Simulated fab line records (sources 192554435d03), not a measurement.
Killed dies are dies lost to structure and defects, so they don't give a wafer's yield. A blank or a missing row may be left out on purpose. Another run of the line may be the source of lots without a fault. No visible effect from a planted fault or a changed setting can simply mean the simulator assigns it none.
fab line records -- flow n5_finfet
record lots=7, wafers=20, last_day=16
route steps=1938 shown STI_FIN_REVEAL@202 DUMMY_GATE@212 BEOL_M4@1111 PASSIVATION@1936
lots that met no fault: from a run of the same line without faults
start_h: hours from the record's opening day to when the first of the lot's shown wafers began -- wait_h: how many hours have passed since the lot's step before this one -- " unchanged from the row above -- L1.1+2: one row covering several wafers at once -- - no value present, or no start provided -- * or withheld: withheld -- < > ~ a bound
route shown NAME@n: a module of which the file shows steps, and the number in the route of the first -- usual: mean/standard deviation taken from wafers without a fault -- same: alike in all rows -- chamber/n: place in a boat -- sites: per-site readings -- _std_site: standard deviation across them -- _edge_site: inner sites' mean taken away from outer sites' mean -- radius_mm: for every site, how far away it sits from the centre of the wafer -- mask NAME#n: copy n -- behind: the most recent tool/chamber to have shaped the wafer -- hold: why the lot was held/for how many hours/how that ended -- device: the transistor (n, p or np) that didn't switch -- end of line: tests run on the same wafers once the route is complete -- a step given without rows: its recipe and nothing more -- killed: the dies lost at the first sort to structure and to defects; this is not the yield of the wafer -- map: the dies of a wafer, with x for killed, . for not killed, _ for no die there
set.NAME: the run value of the setting; set.NAME@STEP: its run value at that earlier step -- model.NAME: the simulator's own value behind a step, which no gauge read
a table for each step, a row for each wafer; lots at some steps of the route
services: when a tool's chamber went out of use (start_h, in hours from the record's first day, below 0 if earlier), for how many hours, and the reason
## steps
# step N5_STI_FIN_REVEAL_STRIP_35
# recipe chemistry=H3PO4, material=Si3N4, temp_c=165, target_depth_a=40, time_s=39
# step N5_STI_FIN_REVEAL_SRD_21
# recipe dry=ipa_marangoni, time_s=30, temp_c=23, rinse_liquid=diw
# step N5_STI_FIN_REVEAL_OXIDATION_33
# recipe chemistry=O2_PLASMA_REMOTE, temp_c=150, time_s=20, pressure_mtorr=1000, source_power_w=2000, o2_flow_sccm=3000
# usual drypump_motor_current_A=5.43/0.12, heater_power_w=157/22, temp_c=150.01/0.16
lot.wafer,tool,chamber,start_h,wait_h,drypump_motor_current_A,heater_power_w,rf_hours_counter_h,temp_c
L527.3,plasma_asher-02,1,66.45,0.0,5.31,141,-,149.91
L527.5,plasma_asher-02,1,66.45,0.0,5.27,139,-,149.95
L527.6,plasma_asher-02,0,66.45,0.0,5.49,184,-,149.71
L529.2,plasma_asher-02,1,78.07,0.0,5.30,143,38,149.92
L529.4,plasma_asher-02,0,78.07,0.0,5.49,186,-,149.84
L529.5,plasma_asher-02,0,78.07,0.0,5.50,190,-,149.90
L530.1,plasma_asher-02,0,86.80,0.0,5.51,184,40,149.91
L530.4,plasma_asher-02,0,86.80,0.0,5.49,184,-,150.08
L530.5,plasma_asher-02,1,86.80,0.0,5.33,142,-,150.20
L531.1,plasma_asher-02,1,92.59,0.0,5.28,139,41,149.98
L531.2,plasma_asher-02,0,92.59,0.0,5.50,186,41,150.01
L531.6,plasma_asher-02,0,92.59,0.0,5.49,186,-,150.06
L539.3,plasma_asher-02,0,140.33,0.0,5.48,181,-,149.98
L539.6,plasma_asher-02,1,140.33,0.0,5.32,144,-,150.08
L542.1,plasma_asher-02,1,156.35,0.0,5.29,137,52,149.92
L542.2,plasma_asher-02,0,156.35,0.0,5.49,186,52,149.78
L542.3,plasma_asher-02,1,156.35,0.0,5.34,139,-,149.99
L543.1,plasma_asher-01,0,161.85,0.0,5.34,136,107,149.55
L543.4,plasma_asher-01,0,161.85,0.0,5.36,135,-,149.76
L543.6,plasma_asher-01,0,161.85,0.0,5.36,138,-,149.66
# step N5_STI_FIN_REVEAL_CLEAN_19
# recipe chemistry=O3/DIW, temp_c=25, time_s=120, o3_ppm=10
# step N5_STI_FIN_REVEAL_SRD_23
# recipe dry=ipa_marangoni, time_s=30, temp_c=23, rinse_liquid=diw
# step N5_STI_FIN_REVEAL_CD_MEAS_22
# recipe target_cd_nm=6.238, pitch_nm=28, polarity=line
# usual cd_nm=6.24/0.27
lot.wafer,tool,chamber,start_h,wait_h,cd_nm
L527.3,cd_sem-02,-,66.60,0.0,6.64
L527.5,cd_sem-02,-,66.60,0.0,6.19
L527.6,cd_sem-02,-,66.60,0.0,6.50
L529.2,cd_sem-02,-,78.28,0.0,6.54
L529.4,cd_sem-02,-,78.28,0.0,6.02
L529.5,cd_sem-02,-,78.28,0.0,6.03
L530.1,cd_sem-02,-,87.01,0.0,6.33
L530.4,cd_sem-02,-,87.01,0.0,6.07
L530.5,cd_sem-02,-,87.01,0.0,6.20
L531.1,cd_sem-01,-,93.05,0.0,6.63
L531.2,cd_sem-01,-,93.05,0.0,6.21
L531.6,cd_sem-01,-,93.05,0.0,6.22
L539.3,cd_sem-01,-,140.48,0.0,6.24
L539.6,cd_sem-01,-,140.48,0.0,5.83
L542.1,cd_sem-02,-,156.52,0.0,6.14
L542.2,cd_sem-02,-,156.52,0.0,5.98
L542.3,cd_sem-02,-,156.52,0.0,6.31
L543.1,cd_sem-02,-,162.01,0.0,6.09
L543.4,cd_sem-02,-,162.01,0.0,6.01
L543.6,cd_sem-02,-,162.01,0.0,5.97
# step N5_STI_FIN_REVEAL_FIN_H_MEAS_10
# usual trench_depth_nm=51.6/0.8
lot.wafer,tool,chamber,start_h,wait_h,trench_depth_nm
L527.3,ocd-01,-,66.63,0.0,51.4
L527.5,ocd-01,-,66.63,0.0,52.8
L527.6,ocd-01,-,66.63,0.0,51.5
L529.2,ocd-02,-,78.31,0.0,52.7
L529.4,ocd-02,-,78.31,0.0,51.4
L529.5,ocd-02,-,78.31,0.0,51.5
L530.1,ocd-01,-,87.05,0.0,51.3
L530.4,ocd-01,-,87.05,0.0,51.8
L530.5,ocd-01,-,87.05,0.0,51.7
L531.1,ocd-01,-,93.08,0.0,53.0
L531.2,ocd-01,-,93.08,0.0,53.6
L531.6,ocd-01,-,93.08,0.0,51.7
L539.3,ocd-02,-,140.51,0.0,51.8
L539.6,ocd-02,-,140.51,0.0,51.3
L542.1,ocd-01,-,156.55,0.0,52.1
L542.2,ocd-01,-,156.55,0.0,51.6
L542.3,ocd-01,-,156.55,0.0,50.8
L543.1,ocd-01,-,162.04,0.0,52.1
L543.4,ocd-01,-,162.04,0.0,50.7
L543.6,ocd-01,-,162.04,0.0,52.6
# step N5_STI_FIN_REVEAL_PRECLEAN_18
# recipe chemistry=SC2, time_s=45, temp_c=35, mix=1:1:50
# step N5_STI_FIN_REVEAL_SRD_28
# recipe dry=ipa_marangoni, time_s=30, temp_c=23, rinse_liquid=diw
# step N5_STI_FIN_REVEAL_INSPECT_13
# recipe inspect_instrument=darkfield, mode=post_clean
# usual raw_defect_count=13/5.5
lot.wafer,tool,chamber,start_h,wait_h,raw_defect_count
L527.3,defect_inspect-01,-,66.71,0.0,12
L527.5,defect_inspect-01,-,66.71,0.0,16
L527.6,defect_inspect-01,-,66.71,0.0,4
L529.2,defect_inspect-02,-,78.40,0.0,14
L529.4,defect_inspect-02,-,78.40,0.0,10
L529.5,defect_inspect-02,-,78.40,0.0,7
L530.1,defect_inspect-01,-,87.13,0.0,13
L530.4,defect_inspect-01,-,87.13,0.0,15
L530.5,defect_inspect-01,-,87.13,0.0,9
L531.1,defect_inspect-01,-,93.20,0.0,25
L531.2,defect_inspect-01,-,93.20,0.0,6
L531.6,defect_inspect-01,-,93.20,0.0,8
L539.3,defect_inspect-01,-,140.60,0.0,17
L539.6,defect_inspect-01,-,140.60,0.0,16
L542.1,defect_inspect-02,-,156.63,0.0,9
L542.2,defect_inspect-02,-,156.63,0.0,6
L542.3,defect_inspect-02,-,156.63,0.0,16
L543.1,defect_inspect-02,-,162.13,0.0,17
L543.4,defect_inspect-02,-,162.13,0.0,13
L543.6,defect_inspect-02,-,162.13,0.0,16
# step N5_DUMMY_GATE_PRECLEAN_00
# recipe chemistry=O3/DIW, time_s=60, temp_c=22, o3_ppm=10
# step N5_DUMMY_GATE_SRD_01
# recipe time_s=30, temp_c=23, rinse_liquid=diw, dry=ipa_marangoni
# step N5_DUMMY_GATE_ALD_02
# recipe material=SiO2, target_thk_a=20, temp_c=300, ald_precursor_family=BDEAS, ald_co_reactant=O2-plasma, pulse_time_s=1, pressure_torr=2
# usual chamber_pressure_Torr=2.000/0.0047, heater_power_outer_w=247/25, heater_power_w=450/50, precursor_pulse_height_rel=1.001/0.02
lot.wafer,tool,chamber,start_h,wait_h,chamber_pressure_Torr,heater_power_outer_w,heater_power_w,precursor_pulse_height_rel
L527.3,ald_sin-04,3,66.81,0.0,2.003,229,404,0.998
L527.5,ald_sin-04,3,66.81,0.0,2.005,224,403,1.010
L527.6,ald_sin-04,2,66.81,0.0,1.994,231,452,0.988
L529.2,ald_sin-03,2,78.50,0.0,-,-,-,-
L529.4,ald_sin-03,0,78.50,0.0,-,-,-,-
L529.5,ald_sin-03,2,78.50,0.0,-,-,-,-
L530.1,ald_sin-01,1,87.23,0.0,-,-,-,-
L530.4,ald_sin-01,3,87.23,0.0,-,-,-,-
L530.5,ald_sin-01,2,87.23,0.0,-,-,-,-
L531.1,ald_sin-04,1,94.37,1.1,-,-,-,-
L531.2,ald_sin-04,2,94.37,1.1,-,-,-,-
L531.6,ald_sin-04,1,94.37,1.1,-,-,-,-
L539.3,ald_sin-03,1,140.69,0.0,1.997,268,479,1.002
L539.6,ald_sin-03,3,140.69,0.0,1.994,256,428,0.977
L542.1,ald_sin-01,2,156.81,0.1,1.993,300,568,0.991
L542.2,ald_sin-01,3,156.81,0.1,1.997,244,417,1.017
L542.3,ald_sin-01,0,156.81,0.1,2.000,194,397,1.012
L543.1,ald_sin-04,3,162.22,0.0,2.001,222,403,0.978
L543.4,ald_sin-04,0,162.22,0.0,1.998,282,527,0.999
L543.6,ald_sin-04,2,162.22,0.0,2.002,232,452,0.975
# step N5_DUMMY_GATE_CVD_03
# recipe material=a-Si, target_thk_a=1500, temp_c=530, precursor=SiH4, time_s=8042
# step N5_BEOL_M4_RC_MEAS_101
# usual DIBL_N=36.6/2.1, DIBL_P=36.3/2.2, IOFF_N=0.16/0.036, IOFF_P=0.21/0.038, ION_N=671/12, ION_P=460/7.5, SS_N=71.8/0.72, SS_P=73.3/0.72, VT_N=250/3.2, VT_P=-250/3.5
lot.wafer,tool,chamber,start_h,wait_h,DIBL_N[mV/V],DIBL_P[mV/V],IOFF_N[nA/um],IOFF_P[nA/um],ION_N[uA/um],ION_P[uA/um],SS_N[mV/dec],SS_P[mV/dec],VT_N[mV],VT_P[mV]
L527.3,prober-01,0,192.39,0.3,40.1,40.6,0.25,0.33,687,467,72.6,74.5,241,-244
L527.5,prober-01,0,192.39,0.3,35.3,34.4,0.15,0.20,682,468,71.2,73.1,249,-248
L527.6,prober-01,0,192.39,0.3,40.3,39.7,0.23,0.30,673,460,72.8,73.4,245,-245
L539.3,prober-02,0,272.67,0.3,33.5,33.9,0.14,0.20,674,463,71.4,73.5,253,-250
L539.6,prober-02,0,272.67,0.3,33.7,32.8,0.14,0.18,662,453,71.3,72.9,255,-250
L542.1,prober-02,0,282.89,0.0,32.8,32.3,0.11,0.16,660,457,70.5,72.7,257,-255
L542.2,prober-02,0,282.89,0.0,37.0,37.3,0.18,0.21,682,469,71.9,73.5,248,-252
L542.3,prober-02,0,282.89,0.0,39.4,39.0,0.23,0.25,684,459,73.6,73.8,247,-251
L543.1,prober-01,0,290.79,0.0,36.8,35.6,0.16,0.24,669,462,71.5,73.6,249,-249
L543.4,prober-01,0,290.79,0.0,33.8,31.9,0.11,0.18,635,448,71.4,71.7,256,-249
L543.6,prober-01,0,290.79,0.0,34.5,32.6,0.13,0.19,668,458,71.1,72.1,250,-248
# step N5_PASSIVATION_PROBE_49
# usual killed_at_M0_to_M3=33/9.1, killed_at_M4_up=14/5.6, killed_at_contacts=13/5.7, killed_at_front_end=42/12, killed_at_other=4/3, killed_dies=105/16, killed_on_rim=13/4, killed_open=69/11, killed_short=34/7.5
# same gross_dies=1180, killed_at_back_side=0
lot.wafer,tool,chamber,start_h,wait_h,killed_at_M0_to_M3,killed_at_M4_up,killed_at_contacts,killed_at_front_end,killed_at_other,killed_dies,killed_on_rim,killed_open,killed_short
L527.3,prober-01,-,297.04,0.1,41,9,16,34,6,106,11,68,37
L527.5,prober-01,-,297.14,0.2,37,13,7,23,6,86,16,55,28
L527.6,prober-01,-,297.19,0.3,29,28,9,25,3,94,11,61,33
L530.1,prober-02,-,309.73,0.0,39,6,18,1099,1,1163,152,65,34
L530.4,prober-02,-,309.88,0.2,28,9,7,1116,1,1161,150,50,27
L530.5,prober-02,-,309.93,0.2,49,9,7,1087,3,1155,135,72,40
L531.1,prober-02,-,310.88,0.0,27,16,6,1106,2,1157,152,54,23
L531.2,prober-02,-,310.93,0.1,30,12,7,1113,1,1163,152,59,27
L531.6,prober-02,-,311.13,0.3,40,10,15,1091,3,1159,152,56,37
L529.2,prober-01,-,311.06,0.2,36,11,17,1093,6,1163,152,75,38
L529.4,prober-01,-,311.16,0.3,27,23,10,1092,1,1153,152,65,33
L529.5,prober-01,-,311.21,0.4,22,13,11,1118,1,1165,152,66,22
L539.6,prober-01,-,368.51,0.3,30,7,10,20,5,72,10,55,17
L542.1,prober-01,-,382.54,0.0,31,21,19,28,0,99,14,69,27
L542.2,prober-01,-,382.59,0.1,26,16,10,48,0,100,15,72,24
L542.3,prober-01,-,382.64,0.1,39,19,13,42,0,113,11,77,35
L543.1,prober-02,-,390.05,0.0,17,15,5,25,1,63,9,46,17
L543.4,prober-02,-,390.20,0.2,34,16,11,20,4,85,8,63,20
L543.6,prober-02,-,390.30,0.3,28,14,6,52,6,106,12,68,37
# killed by level:class
L527.3 MOL_CONTACT_COAG:geometric_particle:open=15 BEOL_M2:geometric_particle:open=9 BEOL_M3:geometric_particle:open=8 FIN_SAQP:geometric_particle:short=5 BEOL_M1:geometric_particle:open=5 GATE_CUT:geometric_particle:short=4 BEOL_M0_SAQP:geometric_particle:open=4 BEOL_M3:geometric_particle:short=4
L527.5 BEOL_M3:geometric_particle:open=10 BEOL_M2:geometric_particle:open=9 BEOL_M0_SAQP:geometric_particle:short=7 BEOL_M4:geometric_particle:open=5 FIN_SAQP:geometric_particle:open=4 FIN_CUT:geometric_particle:open=3 MOL_CONTACT_COAG:geometric_particle:short=3 MOL_CONTACT_COAG:geometric_particle:open=3
L527.6 MOL_CONTACT_COAG:geometric_particle:open=7 BEOL_M0_SAQP:geometric_particle:short=7 BEOL_M0_SAQP:geometric_particle:open=7 BEOL_M7:geometric_particle:open=7 BEOL_M2:geometric_particle:open=5 FIN_SAQP:geometric_particle:open=4 BEOL_M4:geometric_particle:open=4 BEOL_M7:geometric_particle:short=4
L530.1 DUMMY_GATE:area_ald=1064 MOL_CONTACT_COAG:geometric_particle:open=16 BEOL_M1:geometric_particle:open=11 FIN_SAQP:geometric_particle:short=7 BEOL_M3:geometric_particle:open=7 GATE_CUT:geometric_particle:open=5 BEOL_M0_SAQP:geometric_particle:short=5 STI_FIN_REVEAL:geometric_particle:open=4
L530.4 DUMMY_GATE:area_ald=1084 BEOL_M1:geometric_particle:open=7 ILD0:geometric_particle:short=6 BEOL_M2:geometric_particle:open=5 BEOL_M3:geometric_particle:open=5 FIN_SAQP:geometric_particle:short=4 MOL_CONTACT_COAG:geometric_particle:open=4 BEOL_M0_SAQP:geometric_particle:short=4
L530.5 DUMMY_GATE:area_ald=1043 BEOL_M0_SAQP:geometric_particle:open=16 BEOL_M0_SAQP:geometric_particle:short=10 BEOL_M1:geometric_particle:open=10 FIN_SAQP:geometric_particle:open=9 BEOL_M3:geometric_particle:open=9 FIN_SAQP:geometric_particle:short=8 STI_FIN_REVEAL:geometric_particle:open=6
L531.1 DUMMY_GATE:area_ald=1080 FIN_SAQP:geometric_particle:open=11 BEOL_M2:geometric_particle:open=11 BEOL_M3:geometric_particle:open=6 BEOL_M4:geometric_particle:open=6 FIN_SAQP:geometric_particle:short=4 MOL_CONTACT_COAG:geometric_particle:open=4 BEOL_M5:geometric_particle:short=4
L531.2 DUMMY_GATE:area_ald=1077 BEOL_M3:geometric_particle:open=9 BEOL_M2:geometric_particle:open=8 FIN_SAQP:geometric_particle:open=6 MOL_CONTACT_COAG:geometric_particle:open=6 GATE_CUT:geometric_particle:open=6 BEOL_M4:geometric_particle:open=6 BEOL_M0:geometric_particle:open=5
L529.2 DUMMY_GATE:area_ald=1050 MOL_CONTACT_COAG:geometric_particle:open=13 BEOL_M0_SAQP:geometric_particle:open=13 BEOL_M0_SAQP:geometric_particle:short=8 FIN_SAQP:geometric_particle:short=7 FIN_SAQP:geometric_particle:open=7 BEOL_M3:geometric_particle:open=7 STI_FIN_REVEAL:geometric_particle:open=6
L531.6 DUMMY_GATE:area_ald=1066 MOL_CONTACT_COAG:geometric_particle:open=11 FIN_SAQP:geometric_particle:open=9 FIN_SAQP:geometric_particle:short=9 BEOL_M2:geometric_particle:open=9 BEOL_M3:geometric_particle:open=7 BEOL_M2:geometric_particle:short=5 MOL_CONTACT_COAG:geometric_particle:short=4
L529.4 DUMMY_GATE:area_ald=1054 BEOL_M4:geometric_particle:open=12 STI_FIN_REVEAL:geometric_particle:open=10 MOL_CONTACT_COAG:geometric_particle:open=10 FIN_SAQP:geometric_particle:short=9 BEOL_M0_SAQP:geometric_particle:short=7 BEOL_M0_SAQP:geometric_particle:open=5 FIN_SAQP:geometric_particle:open=4
L529.5 DUMMY_GATE:area_ald=1076 STI_FIN_REVEAL:geometric_particle:open=15 MOL_CONTACT_COAG:geometric_particle:open=10 BEOL_M4:geometric_particle:open=6 FIN_SAQP:geometric_particle:open=5 DUMMY_GATE:geometric_particle:open=5 BEOL_M0_SAQP:geometric_particle:short=4 BEOL_M1:geometric_particle:open=4
L539.6 MOL_CONTACT_COAG:geometric_particle:open=9 BEOL_M0_SAQP:geometric_particle:short=8 BEOL_M3:geometric_particle:open=8 STI_FIN_REVEAL:geometric_particle:open=5 GATE_CUT:geometric_particle:open=4 BEOL_M0_SAQP:geometric_particle:open=4 BEOL_M4:geometric_particle:open=4 DUMMY_GATE:geometric_particle:open=3
L542.1 MOL_CONTACT_COAG:geometric_particle:open=19 BEOL_M3:geometric_particle:open=8 BEOL_M4:geometric_particle:open=7 BEOL_M1:geometric_particle:open=6 GATE_CUT:geometric_particle:short=5 BEOL_M0_SAQP:geometric_particle:open=5 FIN_SAQP:geometric_particle:open=4 BEOL_M0_SAQP:geometric_particle:short=4
L542.2 STI_FIN_REVEAL:geometric_particle:open=15 MOL_CONTACT_COAG:geometric_particle:open=9 BEOL_M1:geometric_particle:open=9 BEOL_M4:geometric_particle:open=9 GATE_CUT:geometric_particle:short=7 BEOL_M2:geometric_particle:open=7 FIN_SAQP:geometric_particle:short=4 FIN_SAQP:geometric_particle:open=4
L542.3 GATE_CUT:geometric_particle:short=14 MOL_CONTACT_COAG:geometric_particle:open=10 BEOL_M0_SAQP:geometric_particle:open=9 BEOL_M2:geometric_particle:open=9 BEOL_M4:geometric_particle:open=9 BEOL_M3:geometric_particle:open=7 STI_FIN_REVEAL:geometric_particle:open=6 FIN_SAQP:geometric_particle:open=4
L543.1 STI_FIN_REVEAL:geometric_particle:open=6 BEOL_M4:geometric_particle:open=6 BEOL_M3:geometric_particle:open=5 BEOL_M0_SAQP:geometric_particle:open=5 STARTING-WAFER:geometric_particle:open=5 DUMMY_GATE:geometric_particle:open=4 GATE_CUT:geometric_particle:short=4 MOL_CONTACT_COAG:geometric_particle:open=4
L543.4 BEOL_M1:geometric_particle:open=11 MOL_CONTACT_COAG:geometric_particle:open=9 BEOL_M3:geometric_particle:open=7 BEOL_M2:geometric_particle:open=6 STI_FIN_REVEAL:geometric_particle:open=5 BEOL_M4:geometric_particle:short=5 DUMMY_GATE:geometric_particle:open=3 GATE_CUT:geometric_particle:short=3
L543.6 FIN_SAQP:geometric_particle:open=13 FIN_SAQP:geometric_particle:short=10 STI_FIN_REVEAL:geometric_particle:open=10 BEOL_M0_SAQP:geometric_particle:short=8 BEOL_M3:geometric_particle:open=7 MOL_CONTACT_COAG:geometric_particle:open=6 BEOL_M0_SAQP:geometric_particle:open=5 STARTING-WAFER:geometric_particle:open=5
# map L529.5 (x killed, . not)
_________________xxxxxxxxxxxx________________
______________xxxxxxxxxxxxxxxxxx_____________
___________xxxxxxxxxxxxxxxxxxxxxxxx__________
__________xxxxxxxxxxxxxxxxxxxxxxxxxx_________
________xxxxxxxxxxxxxxxxxxxxxxxxxxxxxx_______
_______xxxxxxxxxxxxxxxxxxxxxxxxxxxxxxxx______
______xxxxxxxxxxxxxxxxxxxxxxxxxxxxxxxxxx_____
_____xxxxxxxxxxxxxxxxxxxxxxxxxxxxxxxxxxxx____
____xxxxxxxxxxxxxxxxxxxxxxxxxxxxxxxxxxxxxx___
___xxxxxxxxxxxxxxxxxxxxxxxxxxxxxxxxxxxxxxxx__
___xxxxxxxxxxxxxxxxxxxxxxxxxxxxxxxxxxxxxxxx__
__xxxxxxxxxxxxxxxxxxxxxxxxxxxxxxxxxxxxxxxxxx_
__xxxxxxxxxxxxxxxxxxxxxxxx.xx.xxxxxxxxxxxxxx_
_xxxxxxxxxxxxxxxx.xxxxxxxxxxxxxxxxxxxxxxxxxxx
_xxxxxxxxxxxxxxxxxxxx..xxxxxx.xxxxxxxxxxxxxxx
_xxxxxxxxxxxxxxxxxxxxxxxxxxxxxxxxxxxxxxxxxxxx
_xxxxxxxxxxxxxxxxxx.xxxxxxxxxxxxxxxxxxxxxxxxx
_xxxxxxxxxxxxxxxxxxxxxxxxxxxxxxxxxxxxxxxxxxxx
_xxxxxxxxxxxxxxxxxxxxxxxxxxxxxxxxxxxxxxxxxxxx
_xxxxxxxxxxxxxxxxxxxxx.x...xxxxxxxxxxxxxxxxxx
_xxxxxxxxxxxxxxxxxxxxxxxxxxxxxxxxxxxxxxxxxxxx
__xxxxxxxxxxxxxxxxxxxxxxxxxxxx..xxxxxxxxxxxx_
__xxxxxxxxxxxxxxxxxxxxxxxxxxxxxxx.xxxxxxxxxx_
___xxxxxxxxxxxxxxxxxxxxxxxxxxxxxxxxxxxxxxxx__
___xxxxxxxxxxxxxxxxxxxxxxxxxxxxxxxxxxxxxxxx__
____xxxxxxxxxxxxxxxxxxxxxxxxxxxxxxxxxxxxxx___
_____xxxxxxxxxxxxxxxxxxx.xxxxxxxxxxxxxxxx____
______xxxxxxxxxxxxxxxxxxxxxxxxxxxxxxxxxx_____
_______xxxxxxxxxxxxxxxxxxxxxxxxxxxxxxxx______
________xxxxxxxxxxxxxxxxxxxxxxxxxxxxxx_______
__________xxxxxxxxxxxxxxxxxxxxxxxxxx_________
___________xxxxxxxxxxxxxxxxxxxxxxxx__________
______________xxxxxxxxxxxxxxxxxx_____________
_________________xxxxxxxxxxxx________________
# map L530.1 (x killed, . not)
_________________xxxxxxxxxxxx________________
______________xxxxxxxxxxxxxxxxxx_____________
___________xxxxxxxxxxxxxxxxxxxxxxxx__________
__________xxxxxxxxxxxxxxxxxxxxxxxxxx_________
________xxxxxxxxxxxxxxxxxxxxxxxxxxxxxx_______
_______xxxxxxxxxxxxxxxx.xxxxxxxxxxxxxxx______
______xxxxxxxxxxxxxxxxxxxxxxxxxxxxxxxxxx_____
_____xxxxxxxxxxxxxxxxxxxxxxxxxxxxxxxxxxxx____
____xxxxxxxxxxxxxxx.xxxxxxx.xxxxxxxxxxxxxx___
___xxxxxxxxxxxxxxxxxxxxxxxx.xxxxxxxxxxxxxxx__
___xxxxxxxxxxxxxxxxxxxxxxxxxxxxxxxxxxxxxxxx__
__xxxxxxxxxxxxxxxxxxxxxxxx.xxxxxxxxxxxxxxxxx_
__xxxxxxxxxxxxxx.xxxxxxx.xxxxxxxxxxxxxxxxxxx_
_xxxxxxxxxxxxxxxxxxxxxxxxxxxx.xxxxxxxxxxxxxxx
_xxxxxxxxxxxxxxxxxxxxxxxxx.xxxxxxxxxxxxxxxxxx
_xxxxxxxxxxxxxxxxxxxxxxxxxxxxxxxxxxxxxxxxxxxx
_xxxxxxxxxxxxxxxxxxxxxxxxxxxxxxxxxxxxxxxxxxxx
_xxxxxxxxxxxxxxxxxxxxxxxxxxxxxxxxxxxxxxxxxxxx
_xxxxxxxxxxxxxxxxxxxxxxxxxx.xxxx.xxxxxxxxxxxx
_xxxxxxxxxxxxxxxxxxxxxxxxxxx.xxx.xxxxxxxxxxxx
_xxxxxxxxxxxxxxxxxxxxxxxxxxxxxx.xxxxxxxxxxxxx
__xxxxxxxxxxxxxxxxxxxxxxxxxxxx.xxxxxxxxxxxxx_
__xxxxxxxxxxxxxxxx.xxxxx.xxxxxxxxxxxxxxxxxxx_
___xxxxxxxxxxxxxxxxxxxxxxxxxxxxxxxxxxxxxxxx__
___xxxxxxxxxxxxxxxxxxxxxxxxxxxxxxxxxxxxxxxx__
____xxxxxxxxxxxxxxxxxxxxxxxxxxxxxxxxxxxxxx___
_____xxxxxxxxxxxxxxxxxxxxxxxxxxxxxxxxxxxx____
______xxxxxxxxxxxxxxxxxxxxxxxxxxxxxxxxxx_____
_______xxxxxxxxxxxxxxxxxxxxxxxxxxxxxxxx______
________xxxxxxxxxxxxxxxxxxxxxxxxxxxxxx_______
__________xxxxxxxxxxxxxxxxxxxxxxxxxx_________
___________xxxxxxxxxxxxxxxxxxxxxxxx__________
______________xxxxxxxxxxxxxxxxxx_____________
_________________xxxxxxxxxxxx________________
## services
tool,chamber,start_h,hours,kind
ald_sin-01,0,48.15,11.9,repair
ald_sin-04,-,48.41,6.0,pm
ald_sin-03,1,71.10,10.7,repair
ald_sin-03,-,86.05,14.0,pm
ald_sin-03,0,86.05,14.0,vent_cycle
ald_sin-03,1,86.05,14.0,vent_cycle
ald_sin-03,2,86.05,14.0,vent_cycle
ald_sin-03,3,86.05,14.0,vent_cycle
ald_sin-01,1,97.47,2.0,repair
ald_sin-03,0,100.05,-,clean
ald_sin-03,1,100.05,-,clean
ald_sin-03,2,100.05,-,clean
ald_sin-03,3,100.05,-,clean
plasma_asher-02,-,124.50,8.6,repair
ald_sin-03,0,143.95,2.6,repair
## key
first_sign step=N5_DUMMY_GATE_ALD_02, reading=tool_record, direction=missing
effect step=N5_PASSIVATION_PROBE_49, reading=killed_at_front_end, direction=up, sigmas=87, usual=42, struck=1102
more_kills_born_at N5_DUMMY_GATE_ALD_02@ald_sin-04=3223, N5_DUMMY_GATE_ALD_02@ald_sin-01=3191, N5_DUMMY_GATE_ALD_02@ald_sin-03=3179
met_at N5_DUMMY_GATE_ALD_02
struck_wafers L529.2,L529.4,L529.5,L530.1,L530.4,L530.5,L531.1,L531.2,L531.6
later_rows_left_out L529.2,L529.4,L529.5,L530.1,L530.4,L530.5,L531.1,L531.2,L531.6
tester_left_out L529,L530,L531
onset_between 66.81 78.50
fault kind=skipped_step_whole, tool=ald_sin-01,ald_sin-03,ald_sin-04, chamber=-, onset_h=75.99, steps=N5_DUMMY_GATE_ALD_02, scope=struck_lots_only
# tester_left_out: of these lots the tester's yield and bins aren't shown, on N5 and GAA mostly nor the transistor test; their killed dies are dies lost to structure and defects alone, not to doping, threshold or leakage, so they don't give the yield
# later_rows_left_out: the simulator's readings of these wafers behind a module that went badly wrong aren't trusted and aren't shown, but for the sort
